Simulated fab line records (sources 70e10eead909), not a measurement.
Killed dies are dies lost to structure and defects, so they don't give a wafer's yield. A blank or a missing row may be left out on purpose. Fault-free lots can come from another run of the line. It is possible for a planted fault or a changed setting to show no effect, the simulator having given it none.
Chamber matching -- flow nand_harc -- 4 sister chambers for NHARC_P_BONDPAD_DESCUM_11 on rie_diel-08
The step chemistry O2, time 3 s. 18 wafers are shown with their chamber, then 9 later ones without.

WAFERS PAIRED WITH THEIR CHAMBERS
wafer,chamber,drypump_motor_current_A (A),oes_product_au (a.u.),throttle_valve_pct (%)
L075.2,1,5.39,1.005,11.307
L075.5,0,5.43,1.007,11.298
L075.6,3,6.18,1.010,11.300
L079.1,0,5.43,1.011,11.294
L079.3,3,6.17,1.006,11.323
L079.5,2,5.96,1.008,11.315
L081.1,2,6.02,1.012,11.302
L081.3,3,6.19,1.000,11.312
L081.6,0,5.41,0.990,11.318
L082.2,3,6.19,1.006,11.310
L082.4,0,5.42,1.001,11.307
L082.6,2,6.01,1.015,11.313
L083.2,3,6.17,0.998,11.307
L083.4,0,5.44,0.993,11.304
L083.5,3,6.16,0.996,11.306
L085.2,1,5.43,1.004,11.301
L085.3,2,6.02,1.015,11.323
L085.4,0,5.40,0.993,11.303

SIGNATURES (averages over the wafers above)
reading,chamber 0,chamber 1,chamber 2,chamber 3,scatter within a chamber
drypump_motor_current_A,5.4217,5.4100,6.0025,6.1767,0.0191
oes_product_au,0.99917,1.00450,1.01250,1.00267,0.00625
throttle_valve_pct,11.30400,11.30400,11.31325,11.30967,0.00794
Rule: distance of a wafer from a chamber = root of the sum over the readings of ((wafer's reading minus chamber's mean) / reading's scatter) squared. The wafer belongs to the nearest chamber; if the next one is less than 2 further off, it can't be placed. The scatter is the square root of a quotient: the sum, over the shown wafers, of each reading's squared deviation from its chamber's mean, divided by wafers minus chambers.

WAFERS WITHOUT THEIR CHAMBER
wafer,drypump_motor_current_A (A),oes_product_au (a.u.),throttle_valve_pct (%)
L086.2,6.18,1.000,11.305
L086.4,5.40,1.002,11.308
L086.5,5.43,1.000,11.293
L093.2,5.42,0.985,11.315
L093.3,5.98,1.003,11.308
L093.5,5.99,1.010,11.319
L096.2,6.19,1.016,11.314
L096.3,5.41,1.013,11.296
L096.6,6.00,1.003,11.317

WHICH CHAMBER EACH ONE RAN IN
wafer,from the rows above,in truth
L086.2,3,3
L086.4,can't be placed: 1 or 0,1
L086.5,can't be placed: 0 or 1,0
L093.2,can't be placed: 0 or 1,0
L093.3,2,2
L093.5,2,2
L096.2,3,3
L096.3,can't be placed: 1 or 0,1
L096.6,2,2
Correct placement for 5 of the 9. Can't be placed from these rows: 4 (the true chamber is among the candidates in 4). Placed wrongly: 0.
